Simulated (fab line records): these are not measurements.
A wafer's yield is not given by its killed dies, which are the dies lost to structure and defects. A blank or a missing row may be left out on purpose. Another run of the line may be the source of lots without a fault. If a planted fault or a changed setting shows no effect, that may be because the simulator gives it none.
Chamber matching / flow nand harc / NHARC_A_STAIRCASE_DEP_471 on pecvd-03 has 3 sister chambers
The step deposits SiO2, target thk 100 nm. 16 wafers are shown with their chamber, then 8 later ones without.

WAFERS PAIRED WITH THEIR CHAMBERS
wafer=L075.2; chamber=1; throttle valve pct (%)=15.7; heater power w (W)=573; susceptor temp C (C)=400.19
wafer=L075.3; chamber=2; throttle valve pct (%)=15.9; heater power w (W)=485; susceptor temp C (C)=399.96
wafer=L075.4; chamber=2; throttle valve pct (%)=15.9; heater power w (W)=491; susceptor temp C (C)=399.84
wafer=L076.1; chamber=0; throttle valve pct (%)=16.1; heater power w (W)=600; susceptor temp C (C)=400.16
wafer=L076.2; chamber=1; throttle valve pct (%)=15.9; heater power w (W)=470; susceptor temp C (C)=399.85
wafer=L076.4; chamber=2; throttle valve pct (%)=16.1; heater power w (W)=568; susceptor temp C (C)=399.80
wafer=L078.3; chamber=0; throttle valve pct (%)=16.3; heater power w (W)=549; susceptor temp C (C)=399.85
wafer=L078.5; chamber=1; throttle valve pct (%)=15.9; heater power w (W)=468; susceptor temp C (C)=399.72
wafer=L078.6; chamber=2; throttle valve pct (%)=15.9; heater power w (W)=570; susceptor temp C (C)=399.92
wafer=L080.1; chamber=0; throttle valve pct (%)=16.1; heater power w (W)=533; susceptor temp C (C)=399.97
wafer=L080.2; chamber=1; throttle valve pct (%)=16.0; heater power w (W)=593; susceptor temp C (C)=399.92
wafer=L080.6; chamber=0; throttle valve pct (%)=16.1; heater power w (W)=518; susceptor temp C (C)=399.62
wafer=L085.2; chamber=2; throttle valve pct (%)=16.0; heater power w (W)=614; susceptor temp C (C)=400.03
wafer=L085.3; chamber=0; throttle valve pct (%)=16.4; heater power w (W)=549; susceptor temp C (C)=399.64
wafer=L085.6; chamber=2; throttle valve pct (%)=15.9; heater power w (W)=611; susceptor temp C (C)=399.81
wafer=L089.2; chamber=0; throttle valve pct (%)=16.1; heater power w (W)=593; susceptor temp C (C)=400.06

SIGNATURES (means of the wafers above)
reading=throttle valve pct; chamber 0=16.183; chamber 1=15.875; chamber 2=15.950; scatter within a chamber=0.115
reading=heater power w; chamber 0=557.00; chamber 1=526.00; chamber 2=556.50; scatter within a chamber=51.6
reading=susceptor temp C; chamber 0=399.8833; chamber 1=399.9200; chamber 2=399.8933; scatter within a chamber=0.177
Rule: for a wafer and a chamber, the distance is found by dividing, reading by reading, the gap between the wafer's reading and the chamber's mean by the reading's scatter, squaring, summing and taking the root. The wafer belongs to the nearest chamber; if the next one is less than 2 further off, it can't be placed. The scatter: the root of (the sum of the squares of (reading less its chamber's mean) over the shown wafers, divided by (wafers less chambers)).

WAFERS WHOSE CHAMBER IS MISSING
wafer=L089.3; throttle valve pct (%)=15.8; heater power w (W)=604; susceptor temp C (C)=399.96
wafer=L089.6; throttle valve pct (%)=16.0; heater power w (W)=600; susceptor temp C (C)=400.41
wafer=L092.1; throttle valve pct (%)=16.2; heater power w (W)=524; susceptor temp C (C)=399.84
wafer=L092.2; throttle valve pct (%)=16.0; heater power w (W)=500; susceptor temp C (C)=399.91
wafer=L092.4; throttle valve pct (%)=16.4; heater power w (W)=520; susceptor temp C (C)=400.34
wafer=L096.3; throttle valve pct (%)=16.3; heater power w (W)=512; susceptor temp C (C)=400.15
wafer=L096.4; throttle valve pct (%)=16.7; heater power w (W)=590; susceptor temp C (C)=399.90
wafer=L096.6; throttle valve pct (%)=16.1; heater power w (W)=525; susceptor temp C (C)=400.17

EACH ONE'S CHAMBER
wafer=L089.3; from the rows above=can't be placed: 2 or 1 or 0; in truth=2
wafer=L089.6; from the rows above=can't be placed: 2 or 1 or 0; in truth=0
wafer=L092.1; from the rows above=can't be placed: 0 or 2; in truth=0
wafer=L092.2; from the rows above=can't be placed: 2 or 1 or 0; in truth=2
wafer=L092.4; from the rows above=can't be placed: 0 or 2 or 1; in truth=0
wafer=L096.3; from the rows above=can't be placed: 0 or 2 or 1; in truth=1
wafer=L096.4; from the rows above=0; in truth=0
wafer=L096.6; from the rows above=can't be placed: 0 or 2 or 1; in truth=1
Correct placement for 1 of the 8. From these rows, 7 cannot be placed; in 7 the true chamber is one of the candidates. Placed wrongly: 0.
